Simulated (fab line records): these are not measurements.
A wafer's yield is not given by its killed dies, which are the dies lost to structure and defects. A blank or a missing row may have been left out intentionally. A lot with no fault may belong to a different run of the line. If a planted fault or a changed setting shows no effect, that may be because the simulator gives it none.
Matching of chambers -- flow nandHarc -- NHARC_A_STAIRCASE_TRIM_20 on rieDiel-02 has 4 sister chambers
The step chemistry O2, time 211.2 s. 4 wafers are shown with their chamber, then 11 later ones without.

WAFERS PAIRED WITH THEIR CHAMBERS
wafer,chamber,showerheadPlenumPTorr (Torr)
L088.1,3,3.33
L088.2,0,3.33
L088.4,2,3.45
L091.4,1,3.70

WAFERS WITHOUT THEIR CHAMBER
wafer,showerheadPlenumPTorr (Torr)
L091.5,3.33
L091.6,3.32
L089.3,3.33
L089.5,3.45
L089.6,3.32
L095.3,3.44
L095.5,3.69
L095.6,3.44
L097.1,3.32
L097.3,3.69
L097.4,3.32

THE CHAMBER EACH PASSED THROUGH
wafer,from the rows above,in truth
L091.5,can't be placed: 0 or 3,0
L091.6,can't be placed: 0 or 3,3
L089.3,can't be placed: 0 or 3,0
L089.5,2,2
L089.6,can't be placed: 0 or 3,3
L095.3,2,2
L095.5,1,1
L095.6,2,2
L097.1,can't be placed: 0 or 3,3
L097.3,1,1
L097.4,can't be placed: 0 or 3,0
Correct placement for 5 of the 11. From these rows, 6 cannot be placed; in 6 the true chamber is one of the candidates. Placed wrongly: 0.
How it was worked out, from the rows above alone: a wafer's distance from a chamber is the root of the sum, over the readings, of the square of ((its reading less the chamber's mean) divided by the reading's scatter). The wafer belongs to the nearest chamber; if the next one is less than 2 further off, it can't be placed. Each chamber's mean is taken over the wafers shown for it. The scatter (one wafer shown for each chamber): square how far every hidden wafer sits from the nearest shown wafer, average those squares and take the square root.
